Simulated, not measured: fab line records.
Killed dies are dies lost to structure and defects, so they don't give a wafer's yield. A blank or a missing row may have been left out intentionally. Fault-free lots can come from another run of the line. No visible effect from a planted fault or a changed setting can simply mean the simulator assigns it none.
fab line records    flow nand_harc
record lots=6  wafers=18  last_day=33
route steps=1302 shown P_M2@349 P_BONDPAD@351 END@1302
lots that met no fault: taken from a fault-free run of the same line
start_h: start of the lot's first displayed wafer, in hours after the record's first day    wait_h: hours elapsed since this lot's preceding step    " unchanged from the row above    L1.1+2: one row covering several wafers at once    - no value, or no start was given    * or withheld: withheld    < > ~ a bound
route shown NAME@n: names a module that has steps shown in the file, with the first one's number in the route    usual: average and standard deviation across the fault-free wafers    same: alike in all rows    chamber/n: place in a boat    sites: each site's reading    _std_site: standard deviation across them    _edge_site: mean of outer sites minus mean of inner sites    radius_mm: for every site, how far away it sits from the centre of the wafer    mask NAME#n: copy n    behind: tool/chamber where the wafer was last shaped    hold: cause of the lot's hold/its duration in hours/its outcome    device: the transistor (n, p or np) that didn't switch    end of line: the same wafers' tests at the end of the route    a step given without rows: its recipe and nothing more    killed: the dies lost at the first sort to structure and to defects; this is not the yield of the wafer    map: a wafer's dies, x killed, . not, _ none there
set.NAME: the setting that was run; set.NAME@STEP: the one run at that earlier step    model.NAME: the simulator's own value behind a step, which no gauge read
a table for each step, a row for each wafer; lots at some steps of the route
services: a tool's chamber out of use, with start hour (start_h, from the record's first day; less than 0 if before it), hours out, and reason
## steps
# step NHARC_P_M2_PRE_CLEAN_32
# recipe time_s=12  temp_c=370  rf_power_w=300  gas=NH3
# usual heater_power_w=613/110
lot.wafer  tool      chamber  start_h  wait_h  heater_power_w  since_wet_clean_h
L238.1     pecvd-03  1        131.74   0.1     601             114
L238.5     "         1        "        "       607             -
L238.4     "         2        "        "       647             -
L241.1     pecvd-04  1        158.96   0.1     546             58
L241.2     "         2        "        "       506             58
L241.6     "         0        "        "       550             -
L247.1     pecvd-04  0        227.05   0.1     507             126
L247.3     "         1        "        "       575             126
L247.4     "         1        "        "       567             -
L248.2     pecvd-04  1        240.13   0.1     520             139
L248.3     "         2        "        "       517             139
L248.1     "         0        "        "       579             139
L255.1     pecvd-01  2        303.23   0.1     676             160
L255.5     "         2        "        "       692             -
L255.6     "         0        "        "       716             -
L260.2     pecvd-01  1        355.34   0.1     466             31
L260.5     "         1        "        "       472             -
L260.4     "         0        "        "       729             -
# step NHARC_P_M2_DEP_33
# recipe target_thk_a=300  temp_c=370  target_thk_nm=30  pressure_torr=3  flow_sccm=200  rf_w=450  material=SiCN
# usual heater_power_w=558/96
lot.wafer  tool      chamber  start_h  wait_h  heater_power_w  since_wet_clean_h
L238.1     pecvd-03  1        131.82   0.1     660             115
L238.5     "         1        "        "       678             -
L238.4     "         2        "        "       658             -
L241.1     pecvd-04  1        159.03   0.1     540             58
L241.2     "         2        "        "       478             58
L241.6     "         0        "        "       489             -
L247.1     pecvd-04  0        227.16   0.1     546             126
L247.3     "         1        "        "       510             126
L247.4     "         1        "        "       510             -
L248.2     pecvd-04  1        240.20   0.1     486             139
L248.3     "         2        "        "       401             139
L248.1     "         0        "        "       531             139
L255.1     pecvd-01  2        303.31   0.1     608             160
L255.5     "         2        "        "       608             -
L255.6     "         0        "        "       568             -
L260.2     pecvd-01  1        355.42   0.1     438             31
L260.5     "         1        "        "       443             -
L260.4     "         0        "        "       642             -
# step NHARC_P_BONDPAD_DEP_00
# recipe target_thk_a=2500  temp_c=370  target_thk_nm=250  pressure_torr=3  flow_sccm=200  rf_w=450  material=SiCN
# usual heater_power_w=587/110
lot.wafer  tool      chamber  start_h  wait_h  heater_power_w  since_wet_clean_h
L238.1     pecvd-04  1        132.28   -       466             31
L238.4     "         0        "        "       457             -
L238.5     "         2        "        "       481             -
L241.1     pecvd-03  0        159.45   -       755             142
L241.2     "         2        "        "       568             142
L241.6     "         1        "        "       683             -
L247.1     pecvd-03  2        227.53   -       599             29
L247.3     "         0        "        "       867             29
L247.4     "         1        "        "       647             -
L248.2     pecvd-03  0        240.68   -       841             42
L248.1     "         1        "        "       653             42
L248.3     "         2        "        "       557             43
L255.1     pecvd-04  1        303.81   -       432             22
L255.5     "         2        "        "       512             -
L255.6     "         0        "        "       558             -
L260.2     pecvd-04  0        355.83   -       559             74
L260.5     "         0        "        "       555             -
L260.4     "         1        "        "       539             -
# step NHARC_P_BONDPAD_CMP_32
# recipe target_thk_nm=200  material=SiCN
# usual motor_current_A=11.7/1.4  retaining_ring_pressure_frac=1.000/0.0049
lot.wafer  tool    chamber  start_h  wait_h  motor_current_A  retaining_ring_pressure_frac
L238.1     cmp-01  0        132.67   -       9.7              1.001
L238.4     "       1        "        "       10.2             1.000
L238.5     "       0        "        "       10.2             0.996
L241.1     cmp-01  3        159.88   -       10.3             1.001
L241.2     "       1        "        "       10.8             1.001
L241.6     "       3        "        "       10.4             0.997
L247.4     cmp-01  2        227.94   -       11.7             0.997
L247.1     "       3        "        "       10.4             0.993
L247.3     "       1        "        "       10.4             0.999
L248.3     cmp-01  1        241.12   -       10.6             1.008
L248.1     "       2        "        "       12.1             1.000
L248.2     "       3        "        "       9.7              0.998
L255.1     cmp-04  1        304.18   -       12.2             1.009
L255.6     "       3        "        "       11.5             1.005
L255.5     "       0        "        "       13.1             1.009
L260.2     cmp-04  1        356.26   -       12.6             0.997
L260.4     "       3        "        "       11.0             0.997
L260.5     "       1        "        "       13.9             0.994
# step NHARC_P_BONDPAD_THK_MEAS_33
# recipe thk_meas_gauge=ellipsometry
# usual thk_nm=200.0/1.5
lot.wafer  tool           chamber  start_h  wait_h  thk_nm
L238.1     film_metro-02  -        132.89   0.2     199.1
L238.4     "              -        "        "       201.0
L238.5     "              -        "        "       201.1
L241.1     film_metro-02  -        160.10   0.2     200.3
L241.2     "              -        "        "       198.9
L241.6     "              -        "        "       199.7
L247.1     film_metro-01  -        228.18   0.2     201.0
L247.3     "              -        "        "       199.8
L247.4     "              -        "        "       200.9
L248.1     film_metro-01  -        241.34   0.2     199.9
L248.2     "              -        "        "       200.7
L248.3     "              -        "        "       199.5
L255.1     film_metro-02  -        304.38   0.2     199.7
L255.5     "              -        "        "       200.2
L255.6     "              -        "        "       200.3
L260.2     film_metro-01  -        356.49   0.2     201.4
L260.4     "              -        "        "       200.7
L260.5     "              -        "        "       199.6
# step NHARC_P_BONDPAD_SRD_34
# step NHARC_P_BONDPAD_DEHYDRATE_01
# recipe temp_c=150  time_s=120
# step NHARC_P_BONDPAD_HMDS_02
# recipe time_s=30
# step NHARC_P_BONDPAD_COAT_36
# recipe temp_c=200  time_s=65
# step NHARC_P_BONDPAD_COAT_03
# recipe spin_rpm=2000  resist_thk_nm=600
# step NHARC_P_BONDPAD_SOFTBAKE_04
# recipe temp_c=125  time_s=70
# step NHARC_P_BONDPAD_EBR_05
# step NHARC_P_BONDPAD_EXPOSE_06
# recipe na=0.55  dose_mj=37.06  mask_id=P_BPAD
# usual exposure_dose_mJ_cm2=37.06/0.041
lot.wafer  tool            chamber  start_h  wait_h  mask      exposure_dose_mJ_cm2
L238.1     krf_scanner-01  0        133.30   -       P_BPAD#0  37.08
L238.4     "               0        "        "       P_BPAD#0  37.03
L238.5     "               0        "        "       P_BPAD#0  37.04
L241.1     krf_scanner-02  0        160.39   -       P_BPAD#0  37.06
L241.2     "               0        "        "       P_BPAD#0  37.04
L241.6     "               0        "        "       P_BPAD#0  37.01
L247.1     krf_scanner-01  0        228.60   -       P_BPAD#0  32.53
L247.3     "               0        "        "       P_BPAD#0  32.47
L247.4     "               0        "        "       P_BPAD#0  32.47
L248.1     krf_scanner-01  0        241.91   -       P_BPAD#0  33.35
L248.2     "               0        "        "       P_BPAD#0  33.38
L248.3     "               0        "        "       P_BPAD#0  33.34
L255.1     krf_scanner-02  0        304.79   -       P_BPAD#0  37.05
L255.5     "               0        "        "       P_BPAD#0  37.11
L255.6     "               0        "        "       P_BPAD#0  37.05
L260.2     krf_scanner-02  0        356.90   -       P_BPAD#0  37.11
L260.4     "               0        "        "       P_BPAD#0  37.07
L260.5     "               0        "        "       P_BPAD#0  37.00
# step NHARC_P_BONDPAD_PEB_07
# recipe peb_temp_c=128  peb_time_s=80
# step NHARC_P_BONDPAD_DEVELOP_08
# recipe time_s=50  dev_temp_c=22
# step NHARC_P_BONDPAD_CD_MEAS_09
# recipe target_cd_nm=500  landing_energy_ev=500
# usual cd_nm=500.0/1.5
lot.wafer  tool       chamber  start_h  wait_h  cd_nm
L238.1     cd_sem-02  0        133.45   -       499.6
L238.4     "          0        "        "       500.7
L238.5     "          0        "        "       500.6
L241.1     cd_sem-01  0        160.54   -       501.4
L241.2     "          0        "        "       500.2
L241.6     "          0        "        "       500.8
L247.1     cd_sem-02  0        228.75   -       494.9
L247.3     "          0        "        "       493.1
L247.4     "          0        "        "       493.9
L248.1     cd_sem-03  0        242.06   -       496.7
L248.2     "          0        "        "       496.8
L248.3     "          0        "        "       498.7
L255.1     cd_sem-02  0        304.94   -       497.9
L255.5     "          0        "        "       500.1
L255.6     "          0        "        "       498.5
L260.2     cd_sem-01  0        357.05   -       500.8
L260.4     "          0        "        "       499.1
L260.5     "          0        "        "       499.2
# step NHARC_P_BONDPAD_OVL_MEAS_38
# usual overlay_x_nm=2/5.6  overlay_y_nm=-1/4.6
lot.wafer  tool        chamber  start_h  wait_h  overlay_x_nm  overlay_y_nm
L238.1     overlay-02  -        133.54   -       -2            0
L238.4     "           -        "        "       -1            0
L238.5     "           -        "        "       -1            0
L241.1     overlay-01  -        160.63   -       -12           -3
L241.2     "           -        "        "       -12           -3
L241.6     "           -        "        "       -12           -3
L247.1     overlay-02  -        228.84   -       1             2
L247.3     "           -        "        "       0             2
L247.4     "           -        "        "       0             2
L248.1     overlay-02  -        242.15   -       -4            -4
L248.2     "           -        "        "       -4            -4
L248.3     "           -        "        "       -4            -4
L255.1     overlay-02  -        305.03   -       4             2
L255.5     "           -        "        "       4             2
L255.6     "           -        "        "       5             2
L260.2     overlay-02  -        357.14   -       5             -11
L260.4     "           -        "        "       6             -10
L260.5     "           -        "        "       6             -11
# step NHARC_END_SORT_01
# recipe temp_c=25
# usual defect_limited_yield=90.7/2.6  killed_at_array=59/17  killed_at_other=0.7/0.9  killed_at_periphery=3.6/2.3  killed_dies=63/18  killed_open=3.4/1.9  killed_short=2.6/1.7
# same gross_dies=677
lot.wafer  tool       chamber  start_h  wait_h  defect_limited_yield[%]  killed_at_array  killed_at_other  killed_at_periphery  killed_dies  killed_open  killed_short
L255.1     prober-02  0        733.29   2.5     89.5                     71               0                0                    71           5            3
L255.6     prober-02  0        737.31   4.0     86.1                     89               0                5                    94           5            1
# killed by level:class
L255.1 A_CHANNEL_HOLE_D1:chamber_film_flake=27 A_SLIT:chamber_film_flake=27 A_CONTACT:chamber_film_flake=6 A_WL_FILL:geometric_particle:open=2 A_ONON_D1:geometric_particle:short=1 A_ONON_D1:geometric_particle:open=1 A_DECK1_JOINT:geometric_particle:short=1 A_DECK1_JOINT:geometric_particle:open=1
L255.6 A_CHANNEL_HOLE_D1:chamber_film_flake=32 A_SLIT:chamber_film_flake=29 A_CONTACT:chamber_film_flake=13 P_GATE:chamber_film_flake=3 A_WL_FILL:chamber_film_flake=3 A_ONON_D1:geometric_particle:open=2 A_DECK1_JOINT:geometric_particle:open=2 A_DECK1_JOINT:chamber_film_flake=2
## services
tool            chamber  start_h  hours  kind
cmp-04          -        111.14   4.0    pm
cmp-04          -        122.81   0.7    repair
pecvd-01        -        130.21   13.0   pm
krf_scanner-01  -        140.00   4.0    pm
pecvd-04        1        140.29   10.2   repair
cmp-01          -        150.84   0.7    repair
cmp-01          -        183.14   2.4    repair
pecvd-03        -        185.29   13.0   pm
cmp-01          -        185.65   4.0    pm
krf_scanner-01  -        186.98   0.7    repair
cmp-04          -        209.14   4.0    pm
cmp-04          -        213.58   0.6    repair
krf_scanner-01  -        216.83   4.2    repair
cmp-01          -        237.47   2.4    repair
krf_scanner-02  -        257.82   2.0    repair
pecvd-04        -        264.13   0.7    repair
pecvd-03        2        264.84   10.5   repair
krf_scanner-02  -        266.00   4.0    pm
pecvd-04        -        269.20   13.0   pm
cmp-01          -        283.78   4.0    pm
cmp-01          -        295.48   1.1    repair
pecvd-01        -        311.21   13.0   pm
krf_scanner-01  -        312.00   4.0    pm
krf_scanner-02  -        326.76   0.6    repair
## key
first_sign step=NHARC_P_BONDPAD_EXPOSE_06  reading=exposure_dose_mJ_cm2  direction=down  sigmas=99+  usual=37.06  struck=32.92
effect step=NHARC_P_BONDPAD_CD_MEAS_09  reading=cd_nm  direction=down  sigmas=3  usual=500.0  struck=495.7  through=control_loop
met_at NHARC_P_BONDPAD_EXPOSE_06
struck_wafers L247.1,L247.3,L247.4,L248.1,L248.2,L248.3
loop_trim step=NHARC_P_BONDPAD_EXPOSE_06  setting=dose  lots=L248
onset_between 133.30 228.60
fault kind=process_parameter_drift  tool=krf_scanner-01  chamber=-  onset_h=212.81  steps=NHARC_P_BONDPAD_EXPOSE_06  channel=dose_mj  offset=-4.6268  shape=step  acts_in=these_recipes_only  stated=37.06
# loop_trim: a control loop set the setting to another value than it would have without faults
